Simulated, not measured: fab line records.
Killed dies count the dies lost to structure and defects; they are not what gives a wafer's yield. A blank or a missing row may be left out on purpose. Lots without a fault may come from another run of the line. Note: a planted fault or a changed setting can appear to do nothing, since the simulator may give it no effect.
fab line records ; flow nandHarc
[record] lots = 13; wafers = 39; lastDay = 24
route steps=1159 shown P_ZERO_WELL@67 P_STI@83 P_GATE@119 END@1159
lots that met no fault: taken from a fault-free run of the same line
startH: hours from the record's opening day to when the first of the lot's shown wafers began ; waitH: time in hours since the lot's previous step ; " unchanged from the row above ; L1.1+2: a row that stands for several wafers ; - value missing, or start not given ; * or withheld: withheld ; < > ~ a bound
route shown NAME@n: NAME is a module with steps in the file, n the number in the route of the first one ; usual: average and standard deviation across the fault-free wafers ; same: alike in all rows ; chamber/n: place in a boat ; sites: the reading at each site ; _std_site: how widely they spread, as a standard deviation ; _edge_site: the outer-site mean with the inner-site mean subtracted ; radiusMm: how far each site lies from the wafer's centre ; mask NAME#n: copy n ; behind: the tool/chamber that last shaped the wafer ; hold: why the lot went on hold/how many hours it stayed there/how the hold came to an end ; device: the n, p or np transistor that did not switch ; end of line: tests run on the same wafers once the route is complete ; where a step has no rows: the recipe by itself ; killed: dies that structure and defects cost at the first sort, which is not the same as the wafer's yield ; map: dies across one wafer; x = killed, . = not, _ = none there
set.NAME: setting as actually run; set.NAME@STEP: the setting as run at that earlier step ; model.NAME: the simulator's own value behind a step, which no gauge read
a sample of lots followed through the steps of the route, with each step as a table and each wafer as a row
services: the hour from which a tool's chamber was out of use, counted from the record's first day as startH (under 0 if before that day), plus the number of hours and why
[[steps]]
[step NHARC_P_ZERO_WELL_RTA_42]
[recipe] tempC = 1100; timeS = 300
[usual] lampPowerPct = 40.5/1.8; lamp_zone_3_pct = 40.5/1.8; wafer_temp_C_max = 1106.0/2.9
lot.wafer;tool;chamber;startH;waitH;lampPowerPct;lamp_zone_3_pct;wafer_temp_C_max
L313.2;rtpAnneal-02;0;19.21;-;39.0;39.1;1102.3
L313.3;rtpAnneal-02;0;19.21;-;39.0;39.0;1103.3
L313.6;rtpAnneal-02;0;19.21;-;39.1;39.0;1104.8
L314.3;rtpAnneal-01;0;25.30;-;42.6;42.7;1107.7
L314.4;rtpAnneal-01;0;25.30;-;42.6;42.6;1109.3
L314.5;rtpAnneal-01;0;25.30;-;42.6;42.6;1114.3
L315.2;rtpAnneal-02;0;31.31;-;39.0;39.0;1105.3
L315.5;rtpAnneal-02;0;31.31;-;38.9;39.1;1103.7
L315.6;rtpAnneal-02;0;31.31;-;39.1;39.0;1103.1
L317.3;rtpAnneal-02;0;42.98;-;39.0;39.0;1104.0
L317.4;rtpAnneal-02;0;42.98;-;39.0;38.9;1103.3
L317.5;rtpAnneal-02;0;42.98;-;39.0;39.0;1105.0
L318.2;rtpAnneal-02;0;48.98;-;39.0;38.9;1104.6
L318.3;rtpAnneal-02;0;48.98;-;38.8;38.9;1103.3
L318.6;rtpAnneal-02;0;48.98;-;38.9;38.9;1103.8
L319.1;rtpAnneal-01;0;54.82;-;42.6;42.6;1109.0
L319.5;rtpAnneal-01;0;54.82;-;42.7;42.7;1107.1
L319.6;rtpAnneal-01;0;54.82;-;42.7;42.6;1110.5
L320.1;rtpAnneal-01;0;60.96;-;42.7;42.7;1107.6
L320.2;rtpAnneal-01;0;60.96;-;42.7;42.6;1109.7
L320.6;rtpAnneal-01;0;60.96;-;42.7;42.7;1111.4
L328.2;rtpAnneal-01;0;108.90;-;42.6;42.5;1106.5
L328.3;rtpAnneal-01;0;108.90;-;42.5;42.6;1107.4
L328.5;rtpAnneal-01;0;108.90;-;42.5;42.5;1107.9
L329.1;rtpAnneal-01;0;114.82;-;42.6;42.5;1109.5
L329.3;rtpAnneal-01;0;114.82;-;42.6;42.6;1106.9
L329.5;rtpAnneal-01;0;114.82;-;42.7;42.6;1110.1
L331.1;rtpAnneal-01;0;126.90;-;42.6;42.7;1108.3
L331.4;rtpAnneal-01;0;126.90;-;42.7;42.6;1108.1
L331.6;rtpAnneal-01;0;126.90;-;42.6;42.7;1107.1
L333.1;rtpAnneal-02;0;139.25;-;38.9;38.9;1103.3
L333.3;rtpAnneal-02;0;139.25;-;38.9;38.9;1103.8
L333.5;rtpAnneal-02;0;139.25;-;39.0;38.9;1102.7
L334.3;rtpAnneal-01;0;145.05;-;42.7;42.7;1109.3
L334.5;rtpAnneal-01;0;145.05;-;42.7;42.7;1109.7
L334.6;rtpAnneal-01;0;145.05;-;42.6;42.7;1107.3
L335.1;rtpAnneal-01;0;150.84;-;42.6;42.6;1108.8
L335.2;rtpAnneal-01;0;150.84;-;42.7;42.6;1110.2
L335.3;rtpAnneal-01;0;150.84;-;42.7;42.7;1107.1
[step NHARC_P_STI_CD_MEAS_09]
[recipe] targetCdNm = 200; landingEnergyEv = 500
[usual] cdNm = 199.6/1.6
lot.wafer;tool;chamber;startH;waitH;cdNm
L313.2;cdSem-02;0;34.05;-;200.2
L313.3;cdSem-02;0;34.05;-;200.0
L313.6;cdSem-02;0;34.05;-;200.1
L314.3;cdSem-02;0;44.97;-;200.6
L314.4;cdSem-02;0;44.97;-;200.5
L314.5;cdSem-02;0;44.97;-;198.3
L315.2;cdSem-01;0;45.00;-;203.5
L315.5;cdSem-01;0;45.00;-;201.8
L315.6;cdSem-01;0;45.00;-;203.5
L317.3;cdSem-01;0;58.85;-;200.8
L317.4;cdSem-01;0;58.85;-;200.3
L317.5;cdSem-01;0;58.85;-;199.9
L318.2;cdSem-01;0;65.69;-;198.3
L318.3;cdSem-01;0;65.69;-;198.6
L318.6;cdSem-01;0;65.69;-;200.7
L319.1;cdSem-03;0;70.93;-;196.9
L319.5;cdSem-03;0;70.93;-;197.5
L319.6;cdSem-03;0;70.93;-;198.9
L320.1;cdSem-03;0;77.49;-;198.5
L320.2;cdSem-03;0;77.49;-;198.4
L320.6;cdSem-03;0;77.49;-;198.5
L328.2;cdSem-02;0;123.27;-;199.7
L328.3;cdSem-02;0;123.27;-;196.3
L328.5;cdSem-02;0;123.27;-;198.7
L329.1;cdSem-02;0;133.30;-;201.4
L329.3;cdSem-02;0;133.30;-;198.2
L329.5;cdSem-02;0;133.30;-;201.4
L331.1;cdSem-03;0;145.15;-;199.1
L331.4;cdSem-03;0;145.15;-;197.9
L331.6;cdSem-03;0;145.15;-;198.8
L333.1;cdSem-03;0;155.30;-;199.4
L333.3;cdSem-03;0;155.30;-;198.0
L333.5;cdSem-03;0;155.30;-;199.4
L334.3;cdSem-03;0;164.47;-;201.8
L334.5;cdSem-03;0;164.47;-;197.9
L334.6;cdSem-03;0;164.47;-;199.5
L335.1;cdSem-02;0;166.98;-;198.3
L335.2;cdSem-02;0;166.98;-;199.2
L335.3;cdSem-02;0;166.98;-;198.7
[step NHARC_P_STI_OCD_MEAS_17]
[usual] trenchDepthNm = 299.7/2.7; trenchFootCdNm = 157.7/1.6
lot.wafer;tool;chamber;startH;waitH;trenchDepthNm;trenchFootCdNm
L313.2;ocd-02;-;34.83;0.1;300.8;158.3
L313.3;ocd-02;-;34.83;0.1;298.4;158.1
L313.6;ocd-02;-;34.83;0.1;299.1;157.6
L314.3;ocd-02;-;45.76;0.1;301.0;158.3
L314.4;ocd-02;-;45.76;0.1;301.3;158.0
L314.5;ocd-02;-;45.76;0.1;299.3;156.0
L315.2;ocd-01;-;45.79;0.1;297.5;161.6
L315.5;ocd-01;-;45.79;0.1;299.0;159.8
L315.6;ocd-01;-;45.79;0.1;299.7;161.3
L317.3;ocd-01;-;59.63;0.1;300.6;159.3
L317.4;ocd-01;-;59.63;0.1;303.0;157.8
L317.5;ocd-01;-;59.63;0.1;301.7;158.2
L318.2;ocd-02;-;66.47;0.1;298.3;155.9
L318.3;ocd-02;-;66.47;0.1;307.0;155.1
L318.6;ocd-02;-;66.47;0.1;305.8;157.9
L319.1;ocd-01;-;71.72;0.1;297.2;155.4
L319.5;ocd-01;-;71.72;0.1;297.4;156.2
L319.6;ocd-01;-;71.72;0.1;303.0;155.6
L320.1;ocd-02;-;78.28;0.1;300.2;156.9
L320.2;ocd-02;-;78.28;0.1;307.7;155.5
L320.6;ocd-02;-;78.28;0.1;301.8;155.9
L328.2;ocd-02;-;124.09;0.1;297.6;157.9
L328.3;ocd-02;-;124.09;0.1;296.7;156.0
L328.5;ocd-02;-;124.09;0.1;298.8;156.6
L329.1;ocd-01;-;134.09;0.1;298.5;159.9
L329.3;ocd-01;-;134.09;0.1;295.9;157.6
L329.5;ocd-01;-;134.09;0.1;295.0;160.4
L331.1;ocd-02;-;145.93;0.1;300.3;157.9
L331.4;ocd-02;-;145.93;0.1;298.9;156.0
L331.6;ocd-02;-;145.93;0.1;301.2;157.2
L333.1;ocd-02;-;156.09;0.1;295.9;158.2
L333.3;ocd-02;-;156.09;0.1;298.3;155.9
L333.5;ocd-02;-;156.09;0.1;299.0;158.3
L334.3;ocd-02;-;165.25;0.1;299.3;159.8
L334.5;ocd-02;-;165.25;0.1;297.2;156.6
L334.6;ocd-02;-;165.25;0.1;300.0;157.9
L335.1;ocd-02;-;167.79;0.1;295.5;157.4
L335.2;ocd-02;-;167.79;0.1;297.9;157.7
L335.3;ocd-02;-;167.79;0.1;298.1;157.0
[step NHARC_P_GATE_EXPOSE_08]
[recipe] na = 0.6; doseMj = 16.75; maskId = P_HV
[same] na = 0.6
lot.wafer;tool;chamber;startH;waitH;mask
L313.2+3+6;krfScanner-03;0;71.41;-;P_HV#0
L314.3+4+5;krfScanner-03;0;88.74;-;P_HV#0
L315.2+5+6;krfScanner-04;0;88.90;-;P_HV#0
L317.3+4+5;krfScanner-04;0;98.86;-;P_HV#0
L319.1+5+6;krfScanner-03;0;106.24;-;P_PSD#0
L318.2+3+6;krfScanner-03;0;106.28;-;P_HV#0
L320.1+2+6;krfScanner-03;0;116.98;-;P_HV#0
L328.2+3+5;krfScanner-03;0;159.83;-;P_HV#0
L329.1+3+5;krfScanner-01;0;171.65;-;P_HV#0
L331.1+4+6;krfScanner-04;0;184.48;-;P_HV#0
L333.1+3+5;krfScanner-04;0;190.97;-;P_HV#0
L335.1+2+3;krfScanner-03;0;202.58;-;P_HV#0
L334.3+5+6;krfScanner-04;0;202.75;-;P_HV#0
[step NHARC_P_GATE_CD_MEAS_11]
[recipe] targetCdNm = 1640; landingEnergyEv = 500
[usual] cdNm = 1639.5/1.1
lot.wafer;tool;chamber;startH;waitH;cdNm
L313.2;cdSem-01;0;71.56;-;1639.8
L313.3;cdSem-01;0;71.56;-;1639.0
L313.6;cdSem-01;0;71.56;-;1639.8
L314.3;cdSem-03;0;88.89;-;1639.6
L314.4;cdSem-03;0;88.89;-;1639.0
L314.5;cdSem-03;0;88.89;-;1639.4
L315.2;cdSem-02;0;89.05;-;1641.2
L315.5;cdSem-02;0;89.05;-;1639.0
L315.6;cdSem-02;0;89.05;-;1640.7
L317.3;cdSem-02;0;99.01;-;1641.3
L317.4;cdSem-02;0;99.01;-;1641.3
L317.5;cdSem-02;0;99.01;-;1640.4
L319.1;cdSem-02;0;106.39;-;-
L319.5;cdSem-02;0;106.39;-;-
L319.6;cdSem-02;0;106.39;-;-
L318.2;cdSem-03;0;106.43;-;1640.5
L318.3;cdSem-03;0;106.43;-;1640.7
L318.6;cdSem-03;0;106.43;-;1639.9
L320.1;cdSem-01;0;117.14;-;1637.3
L320.2;cdSem-01;0;117.14;-;1639.4
L320.6;cdSem-01;0;117.14;-;1638.3
L328.2;cdSem-02;0;159.98;-;1640.1
L328.3;cdSem-02;0;159.98;-;1640.3
L328.5;cdSem-02;0;159.98;-;1640.1
L329.1;cdSem-02;0;171.80;-;1640.7
L329.3;cdSem-02;0;171.80;-;1640.0
L329.5;cdSem-02;0;171.80;-;1640.7
L331.1;cdSem-02;0;184.63;-;1639.7
L331.4;cdSem-02;0;184.63;-;1637.6
L331.6;cdSem-02;0;184.63;-;1638.6
L333.1;cdSem-01;0;191.13;-;1637.4
L333.3;cdSem-01;0;191.13;-;1639.9
L333.5;cdSem-01;0;191.13;-;1637.8
L335.1;cdSem-01;0;202.74;-;1639.4
L335.2;cdSem-01;0;202.74;-;1640.1
L335.3;cdSem-01;0;202.74;-;1639.9
L334.3;cdSem-02;0;202.91;-;1638.2
L334.5;cdSem-02;0;202.91;-;1638.5
L334.6;cdSem-02;0;202.91;-;1639.1
[step NHARC_END_SORT_01]
[recipe] tempC = 25
[usual] killedAtArray = 24/7.4; killedAtOther = 0.5/0.81; killedAtPeriphery = 3.4/2.3; killedDies = 28/8; killedOpen = 3.4/1.8; killedShort = 2.0/1.4
[same] grossDies = 677
lot.wafer;tool;chamber;startH;waitH;killedAtArray;killedAtOther;killedAtPeriphery;killedDies;killedOpen;killedShort
L318.2;prober-02;0;458.46;2.8;21;0;3;24;2;2
L318.3;prober-02;0;459.26;3.1;23;0;4;27;4;1
L318.6;prober-02;0;461.65;4.0;14;0;2;16;3;1
L319.1;prober-02;0;465.51;2.6;23;0;654;677;8;2
L319.5;prober-02;0;468.70;3.7;32;0;645;677;5;3
L319.6;prober-02;0;469.50;4.0;25;0;652;677;3;2
L329.1;prober-02;0;538.34;2.5;26;0;5;31;5;1
L329.3;prober-02;0;539.95;3.1;28;0;5;33;1;3
L329.5;prober-02;0;541.57;3.7;27;1;6;34;4;3
// killed by level:class
L318.2 A_SGD_CUT:chamberFilmFlake=6 A_CHANNEL_HOLE_D1:chamberFilmFlake=3 A_SLIT:chamberFilmFlake=3 A_CONTACT:chamberFilmFlake=3 P_ZERO_WELL:chamberFilmFlake=2 A_SOURCE_PLATE:geometricParticle:open=1 A_CHANNEL_FILL_D1:geometricParticle:open=1 A_WL_FILL:geometricParticle:short=1
L318.3 A_SLIT:chamberFilmFlake=10 A_CONTACT:chamberFilmFlake=5 A_CHANNEL_FILL_D1:geometricParticle:open=2 P_ZERO_WELL:chamberFilmFlake=2 A_CHANNEL_HOLE_D1:chamberFilmFlake=2 P_M0:geometricParticle:open=1 A_WL_FILL:geometricParticle:open=1 A_CONTACT:geometricParticle:short=1
L318.6 A_SLIT:chamberFilmFlake=5 A_STAIRCASE:chamberFilmFlake=2 A_CONTACT:chamberFilmFlake=2 P_M0:geometricParticle:open=1 A_SOURCE_PLATE:geometricParticle:open=1 A_WL_FILL:geometricParticle:short=1 A_CONTACT:geometricParticle:open=1 P_GATE:chamberFilmFlake=1
L319.1 P_GATE:areaExpose=648 A_CHANNEL_HOLE_D1:chamberFilmFlake=7 A_SLIT:chamberFilmFlake=3 A_SOURCE_PLATE:geometricParticle:open=2 A_SOURCE_PLATE:geometricParticle:short=2 P_STI:chamberFilmFlake=2 A_CHANNEL_FILL_D1:chamberFilmFlake=2 A_CONTACT:chamberFilmFlake=2
L319.5 P_GATE:areaExpose=641 A_CHANNEL_HOLE_D1:chamberFilmFlake=8 A_SLIT:chamberFilmFlake=5 A_STAIRCASE:chamberFilmFlake=5 A_CONTACT:chamberFilmFlake=4 A_CHANNEL_FILL_D1:chamberFilmFlake=3 A_ONON_D1:geometricParticle:open=2 P_GATE:geometricParticle:open=1
L319.6 P_GATE:areaExpose=648 A_CHANNEL_HOLE_D1:chamberFilmFlake=13 A_SLIT:chamberFilmFlake=5 P_STI:chamberFilmFlake=2 A_CONTACT:chamberFilmFlake=2 P_CONTACT:geometricParticle:open=1 P_M0:geometricParticle:short=1 A_CHANNEL_FILL_D1:geometricParticle:open=1
L329.1 A_SLIT:chamberFilmFlake=9 A_STAIRCASE:chamberFilmFlake=4 A_CONTACT:chamberFilmFlake=4 P_GATE:chamberFilmFlake=3 A_CONTACT:geometricParticle:open=2 A_BLC:geometricParticle:open=2 A_CHANNEL_HOLE_D1:chamberFilmFlake=2 A_M1:chamberFilmFlake=2
L329.3 A_SLIT:chamberFilmFlake=13 A_STAIRCASE:chamberFilmFlake=5 P_GATE:chamberFilmFlake=4 A_CHANNEL_HOLE_D1:chamberFilmFlake=3 A_CONTACT:chamberFilmFlake=2 A_ONON_D1:geometricParticle:short=1 A_CHANNEL_FILL_D1:geometricParticle:short=1 A_WL_FILL:geometricParticle:short=1
L329.5 A_SLIT:chamberFilmFlake=15 P_GATE:chamberFilmFlake=4 A_STAIRCASE:chamberFilmFlake=3 P_M0:geometricParticle:open=2 A_M1:chamberFilmFlake=2 A_SOURCE_PLATE:geometricParticle:short=1 A_ONON_D1:geometricParticle:short=1 A_CHANNEL_FILL_D1:geometricParticle:open=1
[[services]]
tool;chamber;startH;hours;kind
krfScanner-03;-;-3.98;4.0;pm
krfScanner-04;-;1.55;0.3;repair
krfScanner-01;-;34.94;0.6;repair
krfScanner-04;-;43.14;3.7;repair
krfScanner-01;-;58.81;5.3;repair
krfScanner-03;-;80.91;2.0;repair
krfScanner-01;-;84.00;4.0;pm
krfScanner-04;-;126.00;4.0;pm
krfScanner-03;-;168.02;4.0;pm
[[key]]
[firstSign] step = NHARC_P_GATE_EXPOSE_08; reading = mask; direction = changed
[effect] step = NHARC_P_GATE_CD_MEAS_11; reading = cdNm; direction = missing
[effect] step = NHARC_END_SORT_01; reading = killedAtPeriphery; direction = up; sigmas = 99+; usual = 3.4; struck = 650.3
[moreKillsBornAt] NHARC_P_GATE_EXPOSE_08@krfScanner-03 = 1937
metAt NHARC_P_GATE_EXPOSE_08
struckLots L319
laterRowsLeftOut L319.1,L319.5,L319.6
testerLeftOut L319
notActingAt NHARC_P_ZERO_WELL_RTA_42,NHARC_P_STI_CD_MEAS_09,NHARC_P_STI_OCD_MEAS_17
onsetBetween 88.74 106.24
[fault] kind = wrongMask; tool = any; chamber = -; onsetH = 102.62; steps = NHARC_P_GATE_EXPOSE_08; auxCopy = P_PSD#0; scope = struckLotsOnly
// testerLeftOut: of these lots the tester's yield and bins aren't shown, on N5 and GAA mostly nor the transistor test; their killed dies are dies lost to structure and defects alone, not to doping, threshold or leakage, so they don't give the yield
// laterRowsLeftOut: the simulator's readings of these wafers behind a module that went badly wrong aren't trusted and aren't shown, but for the sort
